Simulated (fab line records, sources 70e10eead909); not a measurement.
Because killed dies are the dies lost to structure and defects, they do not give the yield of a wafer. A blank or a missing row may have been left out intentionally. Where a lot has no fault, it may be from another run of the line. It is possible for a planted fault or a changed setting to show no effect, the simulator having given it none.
Chamber matching -- flow nandHarc -- rieDiel-13 running NHARC_A_STAIRCASE_ETCH_444: 4 sister chambers
The step etches the open film in C4F8/O2, target depth 20400 nm, time 6800 s. 20 wafers are shown with their chamber, then 10 later ones without.

## WAFERS WITH THEIR CHAMBER
wafer,chamber,rfVppV (V),oesProductAu (a.u.),chamberPressureMTorr (mTorr)
L074.2,3,799,0.930,24.971
L074.4,3,801,0.936,24.999
L074.5,0,807,0.937,24.997
L077.2,2,810,0.932,25.016
L077.4,0,806,0.918,24.993
L077.6,2,810,0.922,24.995
L078.2,0,806,0.923,25.007
L078.3,1,814,0.920,25.048
L078.6,0,804,0.926,25.005
L080.3,0,805,0.928,24.964
L080.4,1,813,0.957,25.009
L080.6,3,797,0.919,24.981
L083.1,2,808,0.918,24.993
L083.4,0,807,0.926,25.014
L083.6,1,815,0.918,24.963
L086.3,3,816,0.966,25.030
L086.2,2,809,0.963,24.989
L086.6,2,810,0.965,24.972
L089.2,3,815,0.933,24.963
L089.3,2,808,0.924,25.000

SIGNATURES, as means of the wafers listed above
reading,chamber 0,chamber 1,chamber 2,chamber 3,scatter within a chamber
rfVppV,805.83,814.00,809.17,805.60,4.67
oesProductAu,0.92633,0.93167,0.93733,0.93680,0.017
chamberPressureMTorr,24.99667,25.00667,24.99417,24.98880,0.0238
Rule: a wafer lies at a distance from a chamber equal to the root of the sum of squares, over the readings, of (its reading less the chamber's mean, divided by the reading's scatter). The wafer belongs to the nearest chamber; if the next one is less than 2 further off, it can't be placed. The scatter: the root of (the sum of the squares of (reading less its chamber's mean) over the shown wafers, divided by (wafers less chambers)).

## WAFERS WITHOUT THEIR CHAMBER
wafer,rfVppV (V),oesProductAu (a.u.),chamberPressureMTorr (mTorr)
L089.6,808,0.935,24.985
L090.1,813,0.921,25.064
L090.2,805,0.946,24.988
L090.6,816,0.929,25.030
L091.2,805,0.939,24.976
L091.3,814,0.928,24.975
L091.6,809,0.928,25.037
L096.1,803,0.931,25.019
L096.3,816,0.930,24.991
L096.4,807,0.934,24.988

## CHAMBER TAKEN BY EACH
wafer,from the rows above,in truth
L089.6,can't be placed: 2 or 3 or 0 or 1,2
L090.1,can't be placed: 1 or 2 or 0 or 3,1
L090.2,can't be placed: 3 or 2 or 0 or 1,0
L090.6,can't be placed: 1 or 2 or 0 or 3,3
L091.2,can't be placed: 3 or 0 or 2 or 1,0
L091.3,can't be placed: 1 or 2 or 3 or 0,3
L091.6,can't be placed: 1 or 0 or 2 or 3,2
L096.1,can't be placed: 0 or 3 or 2 or 1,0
L096.3,can't be placed: 1 or 2 or 0 or 3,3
L096.4,can't be placed: 3 or 2 or 0 or 1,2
Correct placement for 0 of the 10. From these rows, 10 cannot be placed; in 10 the true chamber is one of the candidates. Wrongly placed: 0.
